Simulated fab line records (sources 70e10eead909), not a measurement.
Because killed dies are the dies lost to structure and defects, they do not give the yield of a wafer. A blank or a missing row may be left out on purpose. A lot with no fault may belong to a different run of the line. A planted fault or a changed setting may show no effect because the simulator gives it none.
Problem report, 8D (eight disciplines) form, completed by code	flow nandHarc	the parts of the form that need people (team, actions taken, sign-off) are left out

== 1. PROBLEM STATEMENT ==
At NHARC_P_GATE_ETCH_104, oesProductAu averages 0.647 a.u. over 2 wafers from 2 lots, while fault-free wafers read 0.950 a.u., standard deviation 0.022. That is -14 standard deviations from the usual mean.
The step: etches the open film in CF4/CHF3, target depth 60 nm.
First observed at day 11 01:38: wafer L265.6, on rieDiel-07. Wafers with a number at this step in the record: 37, from 13 lots. By rule, "out" or "out of limits" means more than 4 standard deviations away from the usual mean. All remaining wafers that have a number are taken as sound.

== 2. WHAT THIS IS AND IS NOT ==
question	is	is not
which readings at this step	oesProductAu	drypumpMotorCurrentA, rfVppV, showerheadPlenumPTorr, throttleValvePct
which lots	L265, L268	L251, L254, L255, L257, L259, L260, L261, L264, L270, L272, L273
which wafers of those lots	L265.6, L268.6	L265.3, L268.3
read on which tools	rieDiel-07	rieDiel-05, rieDiel-12
when	from day 11 01:38	up to then (25 sound wafers); but 10 sound wafers of L268, L270, L272, L273 came after

== 3. SUSPECTS, AND WHAT RULES EACH OUT ==
Counting: if a tool at a process step up to the reading ran every lot that is out, it stays a suspect. Sound lots after the first of them don't rule it out here, since some wafers of a struck lot are sound.
- rieDiel-07 at NHARC_P_GATE_DESCUM_31 (chemistry O2, time 3 s): kept. Ran every lot that is out, first one L265 (day 11 01:31); last sound lot up to then L261 (day 9 13:01).
- rieDiel-07 at NHARC_P_GATE_ETCH_104 (etches the open film in CF4/CHF3, target depth 60 nm): kept. Ran every lot that is out, first one L265 (day 11 01:38); last sound lot up to then L261 (day 9 13:07). Out on those wafers are its own readings of oesProductAu.
Left after counting: rieDiel-07 at NHARC_P_GATE_DESCUM_31, rieDiel-07 at NHARC_P_GATE_ETCH_104.

== 4. THE CAUSE (what the simulator had put in) ==
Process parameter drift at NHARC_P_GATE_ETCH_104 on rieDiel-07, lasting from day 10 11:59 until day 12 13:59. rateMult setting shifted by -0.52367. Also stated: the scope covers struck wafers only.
This tool is one of the 2 suspects left after counting.

== 5. SEQUENCE OF EFFECTS, ordered by route ==
One row per reading whose mean, taken over the struck wafers that have a number, lies over 3 standard deviations from the usual. Only readings for which the record gives a usual standard deviation are gone through. hours: the time from each lot's start at the first step in this table that gives one to its start at this step, as a median over the lots. sigmas: the change in usual standard deviations.
hours	step	reading	usual	on struck wafers	change	sigmas
0	NHARC_P_GATE_ETCH_104	oesProductAu	0.950 a.u.	0.647	-0.302	-14
Here are the process steps it includes:
- NHARC_P_GATE_ETCH_104: etches the open film in CF4/CHF3, target depth 60 nm.

== 6. WHAT WOULD HAVE CAUGHT IT SOONER ==
First out-of-limits reading in this record: day 11 01:38, which is 14 hours after fault onset at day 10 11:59.
